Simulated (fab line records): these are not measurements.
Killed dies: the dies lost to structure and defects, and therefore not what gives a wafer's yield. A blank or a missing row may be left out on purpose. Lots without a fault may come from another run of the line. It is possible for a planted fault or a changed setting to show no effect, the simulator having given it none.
Split-lot study	flow n5-finfet	21 wafers read across 7 lots, on a route 1938 steps long

## ON THE SPLIT
At N5_BEOL_M2_DEP_57 (deposits SiCN from 3MS/NH3, target thk 8 nm, time 14 s), the setting time-s was moved away from the recipe's 14 s on 7 of the 21 wafers read, by -11.8% to -5.4%. The other wafers ran this setting at the recipe's value.

The split's own step is where the reading is taken.

## THE READING
SiCN_of_BEOL_M2_DEP_57.thk-nm (the simulator's own value, which no gauge read), in nm, at N5_BEOL_M2_DEP_57 (deposits SiCN from 3MS/NH3, target thk 8 nm, time 14 s). There is no usual value for it anywhere in the file. Here, 14 wafers ran the recipe; their average is 8.0 nm with a standard deviation of 0.14 nm.

wafer	tool, chamber at the split	time-s as run, s	against the recipe	SiCN_of_BEOL_M2_DEP_57.thk-nm, nm	against lot-mates on the recipe
L081.3	pecvd-04, 0	14	recipe	8.2	-
L081.5	pecvd-04, 0	14	recipe	8.2	-
L081.4	pecvd-04, 2	14	recipe	8	-
L082.1	pecvd-02, 2	12.67	-9.5%	7.2	-0.8
L082.2	pecvd-02, 0	12.67	-9.5%	7	-1.0
L082.5	pecvd-02, 0	14	recipe	8	-
L087.3	pecvd-02, 1,0	14	recipe	7.8	-
L087.4	pecvd-02, 1,0	14	recipe	7.8	-
L087.5	pecvd-02, 2	14	recipe	8	-
L089.2	pecvd-03, 1	14	recipe	7.8	-
L089.4	pecvd-03, 2,1	14	recipe	8	-
L089.6	pecvd-03, 2,1	14	recipe	8	-
L091.2	pecvd-03, 1	13	-7.1%	7.2	-0.9
L091.5	pecvd-03, 1	14	recipe	8	-
L091.6	pecvd-03, 0	14	recipe	8.2	-
L093.1	pecvd-02, 1	14	recipe	7.8	-
L093.3	pecvd-02, 2	13.24	-5.4%	7.2	-0.6
L093.5	pecvd-02, 2	13.24	-5.4%	7.4	-0.4
L097.1	pecvd-04, 0	12.35	-11.8%	6.8	-1.2
L097.5	pecvd-04, 0	14	recipe	8	-
L097.6	pecvd-04, 2	12.35	-11.8%	7	-1.0
If several chambers appear in one row, that row covers several wafers at once and the file leaves open which wafer was in which chamber.

THE FIT
A straight line over all 21 wafers: SiCN_of_BEOL_M2_DEP_57.thk-nm changes by +0.0963 nm for each +1% of time-s; r = +0.95; the points scatter about the line by 0.15 nm.
The same after taking each lot's own level away (the mean of its wafers on the recipe; 21 wafers): +0.0962 nm for each +1%; r = +0.97; scatter 0.1 nm.
Per that fit: largest time-s move, reading shift of 1.1 nm.
The span of the lots' own levels, 7.80 to 8.13 nm, comes to 2.4 times the standard deviation stated above.
Consequently the slope shifts little with the lot-to-lot level, the two slopes agreeing.
Check: with one of the wafers moved furthest among these (-11.8%) left out of the fit, the line predicts -1.12 nm for it against its lot-mates. Against them it came out at -1.2 nm.

## FURTHER SPLITS ON THESE WAFERS
Before the reading, these wafers also passed through other splits. Each is held against what the fit with the lots' levels taken away leaves over:
other split on the same wafers	wafers away from the commonest value	r with SiCN_of_BEOL_M2_DEP_57.thk-nm (lot level and that fit taken away)
N5_BEOL_M2_DESCUM_16 time-s	6	+0.29
N5_BEOL_M2_COAT_76 spin-rpm	8	+0.39

## THE FILE'S OWN FIT
SiCN_of_BEOL_M2_DEP_57.thk-nm changes by +0.099 nm for each +1% of time-s, r = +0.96.
